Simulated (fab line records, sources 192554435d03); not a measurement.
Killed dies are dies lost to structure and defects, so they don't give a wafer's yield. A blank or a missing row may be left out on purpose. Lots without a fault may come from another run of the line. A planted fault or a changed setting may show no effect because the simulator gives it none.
Problem report in the 8D (eight disciplines) form, filled by code | flow n5_finfet | the parts of the form that need people (team, actions taken, sign-off) are left out

1. THE PROBLEM
platen_rpm at N5_MOL_CONTACT_COAG_CMP_52 reads a mean of 48.29 rpm on 6 wafers of 2 lots; wafers without a fault read 50.29 rpm with a standard deviation of 0.034. That is -59 standard deviations from the usual mean.
The step: polishes, stops on SiO2, t overpolish 1.5 s, target thk 66.5 nm.
First seen on wafer L731.3, day 9 06:50, on cmp-01. The record holds 36 wafers of 12 lots with a number at this step. Rule for "out", or "out of limits": more than 4 standard deviations from the usual mean. The other wafers with a number count as sound.

2. WHAT IT IS AND WHAT IT IS NOT
question                    | is                     | is not
which readings at this step | platen_rpm             | head_pressure_psi, motor_current_A, overpolish_run_s, time_to_endpoint_s
which lots                  | L731, L732             | L715, L716, L718, L719, L721, L722, L724, L733, L737, L738
which wafers of those lots  | all that have a number | -
read on which tools         | cmp-01                 | cmp-02
when                        | from day 9 06:50       | up to then (21 sound wafers); but 9 sound wafers of L733, L737, L738 came after

3. SUSPECTS, AND WHAT RULES EACH OUT
Counting: a tool at a process step up to the reading stays a suspect if it ran every lot that is out and no sound lot after the first of them.
- cvd_w-02 at N5_MOL_CONTACT_COAG_CVD_140 (deposits W, target thk 66.5 nm, time 215 s): ruled out as a lasting fault. Sound lots L737, L738 ran on it after its first lot that is out, L731 (day 9 06:29).
- cmp-01 at N5_MOL_CONTACT_COAG_CMP_52 (polishes, stops on SiO2, t overpolish 1.5 s, target thk 66.5 nm): kept. It ran every lot that is out, first L731 (day 9 06:50), and no sound lot after that; its last sound lot up to then is L724 (day 7 11:20). Its own readings are out on those wafers: platen_rpm.
Left after counting: cmp-01 at N5_MOL_CONTACT_COAG_CMP_52.

4. THE CAUSE (what the simulator had put in)
Process parameter drift: cmp-01, from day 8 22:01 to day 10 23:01, at N5_MOL_CONTACT_COAG_CMP_52. Setting platen_rpm, moved by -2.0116, from 50.289. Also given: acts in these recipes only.
Counting left only this tool.

5. THE CHAIN OF EFFECTS, in route order
Each row: a reading whose mean over the struck wafers that have a number lies more than 3 standard deviations from the usual. Only readings for which the record gives a usual standard deviation are gone through. hours: the time from each lot's start at the first step in this table that gives one to its start at this step, as a median over the lots. sigmas: the change in usual standard deviations.
hours | step                       | reading    | usual     | on struck wafers | change | sigmas
0     | N5_MOL_CONTACT_COAG_CMP_52 | platen_rpm | 50.29 rpm | 48.29            | -2.00  | -59
The process steps in it:
- N5_MOL_CONTACT_COAG_CMP_52: polishes, stops on SiO2, t overpolish 1.5 s, target thk 66.5 nm.
Later measuring or inspecting steps at which every struck wafer that the step has a row for has a number for every such reading, and none has moved that far: N5_MOL_CONTACT_COAG_INSPECT_97.

6. WHAT WOULD HAVE CAUGHT IT SOONER
In this record the first reading out of limits was taken at day 9 06:50, 9 hours after the fault began at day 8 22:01.
